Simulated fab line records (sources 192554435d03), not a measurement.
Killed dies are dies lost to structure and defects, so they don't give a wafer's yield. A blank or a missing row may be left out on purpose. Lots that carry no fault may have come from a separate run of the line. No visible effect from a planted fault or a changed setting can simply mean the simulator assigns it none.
Problem report, 8D (eight disciplines) form, completed by code / flow n5Finfet / the parts of the form that need people (team, actions taken, sign-off) are left out

== 1. PROBLEM STATEMENT ==
rfFwdPowerW at N5_PASSIVATION_ETCH_54 reads a mean of 806.0 W on 6 wafers of 2 lots; wafers without a fault read 649.0 W with a standard deviation of 2. That puts it +78 standard deviations away from the usual mean.
The step: etches SiO2 in CHF3/O2, target depth 880 nm, time 440 s.
First observed at day 17 06:50: wafer L256.3, on rieDiel-02. The record holds 30 wafers of 10 lots with a number at this step. By rule, "out" or "out of limits" means more than 4 standard deviations away from the usual mean. Any other wafer with a number is counted as sound.

== 2. WHAT IT IS, AND WHAT IT ISN'T ==
question=which readings at this step | is=rfFwdPowerW | is not=drypumpMotorCurrentA, throttleValvePct
question=which lots | is=L256, L257 | is not=L238, L243, L245, L247, L258, L259, L260, L261
question=which wafers of those lots | is=all that have a number | is not=-
question=read on which tools | is=rieDiel-02 | is not=rieDiel-01, rieDiel-06
question=when | is=from day 17 06:50 | is not=up to then (12 sound wafers); but 12 sound wafers of L258, L259, L260, L261 came after

== 3. SUSPECTS, AND WHAT RULES EACH OUT ==
Counting: a tool at any process step up to the reading remains a suspect when it ran all the lots that are out and ran no sound lot after the first of those.
- rieDiel-02 at N5_PASSIVATION_ETCH_54 (etches SiO2 in CHF3/O2, target depth 880 nm, time 440 s): kept. Every lot that is out went through it, starting with L256 (day 17 06:50), and after that it ran no sound lot; the last sound lot it ran before then is L247 (day 14 17:19). Out on those wafers are its own readings of rfFwdPowerW.
The count leaves rieDiel-02 at N5_PASSIVATION_ETCH_54.

== 4. THE CAUSE (what the simulator had put in) ==
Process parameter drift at N5_PASSIVATION_ETCH_54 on rieDiel-02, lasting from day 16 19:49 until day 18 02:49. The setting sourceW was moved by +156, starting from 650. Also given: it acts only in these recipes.
The count eliminated every tool but this one.

== 5. THE CHAIN OF EFFECTS, in route order ==
Rows list readings where the struck wafers' mean (over those with a number) sits beyond 3 standard deviations from the usual. Only readings whose record carries a usual standard deviation are examined. hours: median over the lots of the time between each lot's start at the first step of this table that gives one and its start at this step. sigmas: the change, counted in usual standard deviations.
hours=0; step=N5_PASSIVATION_ETCH_54; reading=rfFwdPowerW; usual=649.0 W; on struck wafers=806.0; change=+157.0; sigmas=+78
hours=0; step=N5_PASSIVATION_ETCH_54; reading=rfVppV; usual=526 V; on struck wafers=472; change=-54; sigmas=-4.9
It contains these process steps:
- N5_PASSIVATION_ETCH_54: etches SiO2 in CHF3/O2, target depth 880 nm, time 440 s.

== 6. WHAT WOULD HAVE CAUGHT IT SOONER ==
In this record the first reading out of limits was taken at day 17 06:50, 11 hours after the fault began at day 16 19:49.
